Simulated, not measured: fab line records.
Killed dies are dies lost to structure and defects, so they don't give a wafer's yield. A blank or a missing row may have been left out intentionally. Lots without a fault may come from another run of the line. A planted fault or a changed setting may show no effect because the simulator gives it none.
fab line records :: flow n5Finfet
record:
  lots: 3
  wafers: 9
  lastDay: 15
route steps=1938 shown BEOL_M8@1389 BEOL_M9@1401 PASSIVATION@1936
lots with no fault: from the same line, run without faults
startH: start of the lot's first displayed wafer, in hours after the record's first day :: waitH: time in hours since the lot's previous step :: " the same as in the row above :: L1.1+2: a single row standing in for several wafers :: - either no value or no given start :: * or withheld: withheld :: < > ~ a bound
route shown NAME@n: NAME is a module with steps in the file, n the number in the route of the first one :: usual: mean/standard deviation taken from wafers without a fault :: same: alike in all rows :: chamber/n: place in a boat :: sites: each site's reading :: _std_site: standard deviation across them :: _edge_site: outer sites' mean less inner sites' :: radiusMm: how far each site lies from the wafer's centre :: mask NAME#n: copy n :: behind: the most recent tool/chamber to have shaped the wafer :: hold: cause of the lot's hold/its duration in hours/its outcome :: device: whichever transistor did not switch (one of n, p or np) :: end of line: tests run on the same wafers once the route is complete :: a step given without rows: its recipe and nothing more :: killed: the dies lost at the first sort to structure and to defects; this is not the yield of the wafer :: map: a wafer's dies, marking killed ones x, the rest . and places with no die _
set.NAME: the setting as run; set.NAME@STEP: as run at that earlier step :: model.NAME: the simulator's own value behind a step, which no gauge read
lots at selected steps of the route; one table per step, one row per wafer
services: a tool's chamber out of use, with start hour (startH, from the record's first day; less than 0 if before it), hours out, and reason
== steps ==
step: N5_BEOL_M8_ALD_77
recipe:
  material: TaN
  targetThkA: 20
  tempC: 275
  aldPrecursorFamily: PDMAT
  aldCoReactant: NH3
  pressureTorr: 3
  carrierFlowSccm: 1500
  pulseTimeS: 2
  purgeTimeS: 3
  coReactantPurgeTimeS: 2
  coReactantPulseTimeS: 3
  aldCycles: 40
  precursorVesselTempC: 75
  precursorVesselPressureTorr: 26.25
  precursorVesselCarrierSccm: 1000
step: N5_BEOL_M8_SURFACE_TREAT_79
recipe:
  gas: Ar
  timeS: *
  ionEnergyEv: *
  ionCurrentMaCm2: 0.5
  pressureMtorr: *
  arFlowSccm: 30
step: N5_BEOL_M8_CVD_78
recipe:
  material: Co
  targetThkA: 20
  tempC: withheld
  precursor: CCTBA/H2
  pressureTorr: 30
  timeS: 142.3
step: N5_BEOL_M8_SPUTTER_48
recipe:
  material: Cu
  targetThkA: 100
  tempC: -20
  biasV: 60
  powerW: 26000
  chamberPressurePa: 0.13
  timeS: 1.667
step: N5_BEOL_M8_ECD_50
recipe:
  material: Cu
  targetThkA: 3000
step: N5_BEOL_M8_ANNEAL_51
recipe:
  tempC: 225
  timeS: 90
  ambient: N2
step: N5_BEOL_M8_CMP_52
recipe:
  stopOn: SiCOH_lowk
  tOverpolishS: 6.9
  downForcePsi: 1
  platenRpm: 50
  clearingPlatenDownForcePsi: 1.5
  clearingPlatenRpm: 50
  postCmpClean: cuAlkaline
  targetThkNm: 80
  clearingPlatenPadVelocityMS: 0.99484
  padVelocityMS: 0.99484
step: N5_BEOL_M8_PRE_CLEAN_55
recipe:
  gas: NH3
  timeS: 15
  tempC: withheld
  rfPowerW: 300
step: N5_BEOL_M8_DEP_56
recipe:
  material: SiCN
  targetThkA: 100
  tempC: withheld
  precursor: 3MS/NH3
  pressureTorr: 3
  rfW: 202
  timeS: 17.5
step: N5_BEOL_M9_ILD_DEP_00
recipe:
  material: SiCOH_lowk
  targetThkA: 3085.1
  tempC: 300
  precursor: DEMS/porogen
  pressureTorr: 5
  rfW: 500
  timeS: 58
usual:
  heaterPowerW: 337/55
  showerheadPlenumPTorr: 5.742/0.022
  throttleValvePct: 13.5/0.74
lot.wafer: L428.3
tool: pecvd-03
chamber: 0
startH: 257.18
waitH: 0.0
heaterPowerW: 280
showerheadPlenumPTorr: 5.741
throttleValvePct: 12.9

lot.wafer: L428.4
tool: pecvd-03
chamber: 0
startH: 257.18
waitH: 0.0
heaterPowerW: 296
showerheadPlenumPTorr: 5.750
throttleValvePct: 12.6

lot.wafer: L428.6
tool: pecvd-03
chamber: 2
startH: 257.18
waitH: 0.0
heaterPowerW: 246
showerheadPlenumPTorr: 5.748
throttleValvePct: 13.0

lot.wafer: L431.1
tool: pecvd-03
chamber: 1
startH: 270.53
waitH: 0.0
heaterPowerW: 385
showerheadPlenumPTorr: 5.772
throttleValvePct: 14.2

lot.wafer: L431.2
tool: pecvd-03
chamber: 0
startH: 270.53
waitH: 0.0
heaterPowerW: 333
showerheadPlenumPTorr: 5.740
throttleValvePct: 12.9

lot.wafer: L431.6
tool: pecvd-03
chamber: 0
startH: 270.53
waitH: 0.0
heaterPowerW: 342
showerheadPlenumPTorr: 5.752
throttleValvePct: 12.8

lot.wafer: L439.1
tool: pecvd-02
chamber: 1
startH: 303.02
waitH: 0.0
heaterPowerW: 301
showerheadPlenumPTorr: 5.728
throttleValvePct: 14.4

lot.wafer: L439.2
tool: pecvd-02
chamber: 0
startH: 303.02
waitH: 0.0
heaterPowerW: 326
showerheadPlenumPTorr: 5.737
throttleValvePct: 14.8

lot.wafer: L439.6
tool: pecvd-02
chamber: 2
startH: 303.02
waitH: 0.0
heaterPowerW: 321
showerheadPlenumPTorr: 5.743
throttleValvePct: 12.8
step: N5_BEOL_M9_CURE_71
recipe:
  tempC: 385
  timeS: 240
  ambient: He/Ar
  material: SiCOH_lowk
step: N5_BEOL_M9_PECVD_70
recipe:
  material: SiO2
  targetThkA: 200
  tempC: 400
  precursor: TEOS/O2
  pressureTorr: 5.5
  rfW: 450
  teosFlowSccm: 53.8
  gas: O2
  flowSccm: 3000
  timeS: 22.7
step: N5_BEOL_M9_HM_DEP_02
recipe:
  material: TiN
  targetThkA: 200
  tempC: 25
  chamberPressurePa: 0.49996
step: N5_BEOL_M9_COAT_59
recipe:
  resist: SOC
  tempC: 250
  timeS: 60
  spinRpm: 1500
  resistThkNm: 100
step: N5_BEOL_M9_COAT_60
recipe:
  resist: SiARC
  tempC: 220
  timeS: 60
  spinRpm: 1500
  resistThkNm: 30
step: N5_BEOL_M9_COAT_05
recipe:
  resist: CAR-ArF
  spinRpm: 1500
  resistThkNm: 90
step: N5_BEOL_M9_EBR_07
recipe:
  solvent: PGMEA
  ebrWidthMm: 1.5
step: N5_BEOL_M9_SOFTBAKE_06
recipe:
  tempC: 110
  timeS: 60
  resist: CAR-ArF
step: N5_BEOL_M9_EXPOSE_08
recipe:
  maskId: M9
  na: 1.35
  sourceShape: dipole
  sigmaInner: 0.411
  sigmaOuter: 0.611
  polarization: te
  doseMj: 53.75
step: N5_BEOL_M9_PEB_09
recipe:
  pebTempC: withheld
  pebTimeS: 60
  resist: CAR-ArF
step: N5_BEOL_M9_DEVELOP_10
recipe:
  developTimeS: 30
  developer: TMAH
  resist: CAR-ArF
  rinseLiquid: diw
  dry: airSpin
  devTempC: 23
step: N5_BEOL_M9_DESCUM_16
recipe:
  chemistry: O2
  timeS: 7.9
  sourcePowerW: 50
  biasPowerW: 20
  pressureMtorr: 20
  rfFrequencyHz: 2.712e+07
  tempC: 40
  resist: CAR-ArF
  o2FlowSccm: 225
step: N5_BEOL_M9_ETCH_61
recipe:
  chemistry: CF4
  target: SiARC
  targetDepthA: 390
  maskMaterial: CAR-ArF
  timeS: 65
  ionEnergyEv: 80
  pressureMtorr: 40
  sourceW: 545
  biasW: 36
  Ar_flow_sccm: 100
  cf4FlowSccm: 100
  ends: cleared
step: N5_BEOL_M9_ETCH_62
recipe:
  chemistry: N2/H2
  target: SOC
  targetDepthA: 1100
  overetchA: 220
  maskMaterial: SiARC
  tempC: 40
  timeS: 165
  ionEnergyEv: 200
  pressureMtorr: 30
  sourceW: 840
  biasW: 150
  n2FlowSccm: 200
  h2FlowSccm: 200
step: N5_BEOL_M9_STRIP_68
recipe:
  chemistry: N2/H2
  tempC: 40
  n2FlowSccm: 200
  h2FlowSccm: 200
  rfFrequencyHz: 6e+07
step: N5_BEOL_M9_STRIP_67
recipe:
  chemistry: CF4
  resist: SiARC
  powerW: 300
  biasPowerW: 75
  pressureMtorr: 50
  cf4FlowSccm: 150
  rfFrequencyHz: 6e+07
step: N5_BEOL_M9_HM_OPEN_17
recipe:
  chemistry: Cl2/BCl3
  targetDepthA: 200
  overetchA: 60
  target: TiN
  maskMaterial: SOC
  ionEnergyEv: 150
  pressureMtorr: 10
  icpW: 1000
  biasW: 126
  Cl2_flow_sccm: 53.25
  bcl3FlowSccm: 21.75
  Ar_flow_sccm: 25
step: N5_BEOL_M9_STRIP_19
recipe:
  chemistry: O2
  powerW: 400
  tempC: 40
  pressureMtorr: 30
  rfFrequencyHz: 6e+07
  biasPowerW: 0
  overashFraction: 0.2
  o2FlowSccm: 225
step: N5_BEOL_M9_COAT_63
recipe:
  resist: SOC
  tempC: 250
  timeS: 60
  spinRpm: 1500
  resistThkNm: 60
step: N5_BEOL_M9_COAT_64
recipe:
  resist: SiARC
  tempC: 220
  timeS: 60
  spinRpm: 1500
  resistThkNm: 12
step: N5_BEOL_M9_COAT_75
recipe:
  resist: underlayer
  tempC: 205
  timeS: 60
  spinRpm: 1500
  resistThkNm: 5
step: N5_BEOL_M9_COAT_22
recipe:
  resist: CAR-EUV
  spinRpm: 1500
  resistThkNm: 30
step: N5_BEOL_M9_EBR_24
recipe:
  solvent: PGMEA
  ebrWidthMm: 1.5
step: N5_BEOL_M9_SOFTBAKE_23
recipe:
  tempC: 110
  timeS: 60
  resist: CAR-EUV
step: N5_PASSIVATION_PROBE_49
usual:
  defectLimitedYield: 91.4/1.6
  killed_at_M0_to_M3: 35/10
  killed_at_M4_up: 12/4.7
  killedAtContacts: 12/5.8
  killedAtFrontEnd: 38/12
  killedAtOther: 4/3.2
  killedDies: 102/18
  killedOnRim: 13/4.2
  killedOpen: 68/14
  killedShort: 32/8
  sort_bin_5_function: 5.1/0.96
  sort_bin_6_memory: 3.2/0.77
  sortNPass: 1078/20
  sortYieldPct: 91.3/1.7
same:
  grossDies: 1180
  killedAtBackSide: 0
  sort_bin_4_leakage[%]: 0
  sort_bin_8_speed[%]: 0
lot.wafer: L428.3
tool: prober-01
chamber: -
startH: 327.68
waitH: 0.1
defectLimitedYield[%]: 92.5
killed_at_M0_to_M3: 43
killed_at_M4_up: 8
killedAtContacts: 12
killedAtFrontEnd: 23
killedAtOther: 3
killedDies: 89
killedOnRim: 14
killedOpen: 55
killedShort: 34
sort_bin_5_function[%]: 5.0
sort_bin_6_memory[%]: 2.4
sortNPass: 1091
sortYieldPct[%]: 92.5

lot.wafer: L428.4
tool: prober-01
chamber: -
startH: 327.73
waitH: 0.2
defectLimitedYield[%]: 92.0
killed_at_M0_to_M3: 38
killed_at_M4_up: 12
killedAtContacts: 6
killedAtFrontEnd: 33
killedAtOther: 5
killedDies: 94
killedOnRim: 14
killedOpen: 66
killedShort: 27
sort_bin_5_function[%]: 4.7
sort_bin_6_memory[%]: 3.2
sortNPass: 1086
sortYieldPct[%]: 92.0

lot.wafer: L428.6
tool: prober-01
chamber: -
startH: 327.83
waitH: 0.3
defectLimitedYield[%]: 91.9
killed_at_M0_to_M3: 25
killed_at_M4_up: 10
killedAtContacts: 13
killedAtFrontEnd: 44
killedAtOther: 3
killedDies: 95
killedOnRim: 14
killedOpen: 59
killedShort: 36
sort_bin_5_function[%]: 4.7
sort_bin_6_memory[%]: 3.2
sortNPass: 1085
sortYieldPct[%]: 91.9

lot.wafer: L431.1
tool: prober-02
chamber: -
startH: 336.95
waitH: 0.0
defectLimitedYield[%]: 87.1
killed_at_M0_to_M3: 41
killed_at_M4_up: 59
killedAtContacts: 24
killedAtFrontEnd: 24
killedAtOther: 4
killedDies: 152
killedOnRim: 31
killedOpen: 76
killedShort: 25
sort_bin_5_function[%]: 8.4
sort_bin_6_memory[%]: 3.2
sortNPass: 1028
sortYieldPct[%]: 87.1

lot.wafer: L431.2
tool: prober-02
chamber: -
startH: 337.00
waitH: 0.1
defectLimitedYield[%]: 92.0
killed_at_M0_to_M3: 34
killed_at_M4_up: 16
killedAtContacts: 10
killedAtFrontEnd: 31
killedAtOther: 3
killedDies: 94
killedOnRim: 11
killedOpen: 63
killedShort: 31
sort_bin_5_function[%]: 4.7
sort_bin_6_memory[%]: 3.0
sortNPass: 1086
sortYieldPct[%]: 92.0

lot.wafer: L431.6
tool: prober-02
chamber: -
startH: 337.20
waitH: 0.3
defectLimitedYield[%]: 89.8
killed_at_M0_to_M3: 44
killed_at_M4_up: 20
killedAtContacts: 10
killedAtFrontEnd: 42
killedAtOther: 4
killedDies: 120
killedOnRim: 11
killedOpen: 92
killedShort: 28
sort_bin_5_function[%]: 5.9
sort_bin_6_memory[%]: 4.1
sortNPass: 1060
sortYieldPct[%]: 89.8

lot.wafer: L439.1
tool: prober-01
chamber: -
startH: 370.99
waitH: 0.0
defectLimitedYield[%]: 92.5
killed_at_M0_to_M3: 20
killed_at_M4_up: 18
killedAtContacts: 24
killedAtFrontEnd: 23
killedAtOther: 3
killedDies: 88
killedOnRim: 15
killedOpen: 59
killedShort: 28
sort_bin_5_function[%]: 4.4
sort_bin_6_memory[%]: 2.6
sortNPass: 1092
sortYieldPct[%]: 92.5

lot.wafer: L439.2
tool: prober-01
chamber: -
startH: 371.04
waitH: 0.1
defectLimitedYield[%]: 91.9
killed_at_M0_to_M3: 44
killed_at_M4_up: 14
killedAtContacts: 16
killedAtFrontEnd: 15
killedAtOther: 7
killedDies: 96
killedOnRim: 11
killedOpen: 66
killedShort: 28
sort_bin_5_function[%]: 4.0
sort_bin_6_memory[%]: 3.7
sortNPass: 1084
sortYieldPct[%]: 91.9

lot.wafer: L439.6
tool: prober-01
chamber: -
startH: 371.24
waitH: 0.3
defectLimitedYield[%]: 92.6
killed_at_M0_to_M3: 29
killed_at_M4_up: 11
killedAtContacts: 19
killedAtFrontEnd: 24
killedAtOther: 4
killedDies: 87
killedOnRim: 6
killedOpen: 55
killedShort: 29
sort_bin_5_function[%]: 4.8
sort_bin_6_memory[%]: 2.5
sortNPass: 1093
sortYieldPct[%]: 92.6
killed by level:class
L428.3 BEOL_M0_SAQP:geometricParticle:open=14 BEOL_M3:geometricParticle:open=10 MOL_CONTACT_COAG:geometricParticle:open=9 BEOL_M0_SAQP:geometricParticle:short=9 DUMMY_GATE:geometricParticle:open=6 STARTING-WAFER:geometricParticle:short=6 BEOL_M1:geometricParticle:short=4 MOL_CONTACT_COAG:geometricParticle:short=3
L428.4 BEOL_M3:geometricParticle:open=13 STI_FIN_REVEAL:geometricParticle:open=8 BEOL_M0_SAQP:geometricParticle:short=7 BEOL_M0_SAQP:geometricParticle:open=7 BEOL_M1:geometricParticle:open=7 DUMMY_GATE:geometricParticle:open=5 GATE_CUT:geometricParticle:short=5 MOL_CONTACT_COAG:geometricParticle:open=5
L428.6 MOL_CONTACT_COAG:geometricParticle:open=10 GATE_CUT:geometricParticle:open=8 FIN_SAQP:geometricParticle:short=6 BEOL_M2:geometricParticle:open=6 GATE_CUT:geometricParticle:short=5 BEOL_M4:geometricParticle:open=5 STI_FIN_REVEAL:geometricParticle:open=4 DUMMY_GATE:geometricParticle:open=4
L431.1 BEOL_M9:unspecified=51 MOL_CONTACT_COAG:geometricParticle:open=20 BEOL_M1:geometricParticle:open=13 BEOL_M0_SAQP:geometricParticle:short=10 BEOL_M0_SAQP:geometricParticle:open=9 FIN_SAQP:geometricParticle:open=7 ILD0:geometricParticle:open=5 MOL_CONTACT_COAG:geometricParticle:short=4
L431.2 MOL_CONTACT_COAG:geometricParticle:open=10 BEOL_M0_SAQP:geometricParticle:short=9 BEOL_M1:geometricParticle:open=9 BEOL_M4:geometricParticle:open=8 DUMMY_GATE:geometricParticle:open=7 BEOL_M0_SAQP:geometricParticle:open=7 STI_FIN_REVEAL:geometricParticle:open=5 BEOL_M3:geometricParticle:open=4
L431.6 BEOL_M4:geometricParticle:open=14 DUMMY_GATE:geometricParticle:open=11 BEOL_M1:geometricParticle:open=11 MOL_CONTACT_COAG:geometricParticle:open=10 BEOL_M0_SAQP:geometricParticle:short=8 BEOL_M0_SAQP:geometricParticle:open=8 BEOL_M3:geometricParticle:open=7 STARTING-WAFER:geometricParticle:open=7
L439.1 MOL_CONTACT_COAG:geometricParticle:open=20 BEOL_M4:geometricParticle:open=10 STI_FIN_REVEAL:geometricParticle:open=5 BEOL_M3:geometricParticle:open=5 MOL_CONTACT_COAG:geometricParticle:short=4 BEOL_M2:geometricParticle:open=4 FIN_SAQP:geometricParticle:open=3 FIN_SAQP:geometricParticle:short=3
L439.2 MOL_CONTACT_COAG:geometricParticle:open=13 BEOL_M3:geometricParticle:open=10 BEOL_M0_SAQP:geometricParticle:open=10 BEOL_M2:geometricParticle:open=7 BEOL_M4:geometricParticle:open=6 BEOL_M0_SAQP:geometricParticle:short=5 BEOL_M1:geometricParticle:open=4 BEOL_M3:geometricParticle:short=4
L439.6 MOL_CONTACT_COAG:geometricParticle:open=17 BEOL_M0_SAQP:geometricParticle:short=8 BEOL_M2:geometricParticle:open=7 STARTING-WAFER:geometricParticle:short=6 BEOL_M4:geometricParticle:open=6 FIN_SAQP:geometricParticle:short=5 BEOL_M0_SAQP:geometricParticle:open=5 STI_FIN_REVEAL:geometricParticle:open=4
map L431.1 (x killed, . not)
_________________..xx.......x________________
______________..x.x...........xx_____________
___________...x......x..........xxx__________
__________....x...............xxxxxx_________
________.......................xxxxxxx_______
_______........................xxxxxxxx______
______...........xx.xx.x.......xxxxxxxxx_____
_____...x........x....x........x.x.xxxxxx____
____...........x...............xxxxx.x....___
___.x...x......x.................x.xx......__
___...x.x.......x................x.........__
__.....x.........x.........................._
__..x.....xx.x.x............................_
_.x....x....x.............................x..
_......x.x.......x............x..x...........
_..........x.................................
_..x..........x.............................x
_x........................x....x.............
_...x...........x.........x..x.............x.
_..............x..............x..............
_.................................x..........
__..........x......x................x......._
__.........x......x..x..x......x..x........._
___..................x...x..x....x.x.......__
___x..x...x..........x............xx.......__
____x.x..x.........x...x....x............x___
_____....................................____
______x..........................x......_____
_______.......x......x.....x....x....x.______
________...x................x...x....._______
__________....x................x...._________
___________......x..x.x.....x.x....__________
______________.................._____________
_________________.....x......________________
map L428.6 (x killed, . not)
_________________..xx...xx...________________
______________.x.........x...x.._____________
___________...x.................x..__________
__________.......................x.._________
________............x......x.........._______
_______.x....x........x.....x........x.______
______.........................x..x....._____
_____...........x....x.........xx........____
____....x...........x.......xx............___
___..........x.....................x...x...__
___......x...x.....x...xx..................__
__.....................x..x.x..x...x........_
__.....x...........x.............x.........._
_........x....x...........................x..
_...................x...............x........
_.......................x...........x....x...
_.x...............x..........................
_.x....x.............x...........x.....x.....
_..x.....x..........................x........
_.......x........................x........x..
_............................................
__.......................x.......x...x......_
__...............x.......x....x............._
___............x...x...........x...........__
___.x.xx..........................x........__
____......x...................x...........___
_____.....x....................x.x.x.....____
______......................x..........._____
_______....................x...........______
________.......................x....x._______
__________........x...x............._________
___________.......x...x......x.....__________
______________....x............._____________
_________________..x......x..________________
== services ==
tool: pecvd-02
chamber: 0
startH: 251.39
hours: 5.1
kind: repair
== key ==
firstSign:
  step: N5_PASSIVATION_PROBE_49
  reading: killed_at_M4_up
  direction: up
  sigmas: 9.9
  usual: 12
  struck: 59
effect:
  step: N5_PASSIVATION_PROBE_49
  reading: killedDies
  direction: up
  sigmas: 2.7
  usual: 102
  struck: 152
moreKillsBornAt:
  N5_BEOL_M9_ILD_DEP_00@pecvd-03: 51
metAt N5_BEOL_M9_ILD_DEP_00
struckWafers L431.1
fault:
  kind: chamberParticleSource
  tool: pecvd-03
  chamber: 1
  onsetH: 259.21
  steps: N5_BEOL_M9_ILD_DEP_00
  ratePerVisitCm2: 0.42504
  endH: 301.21
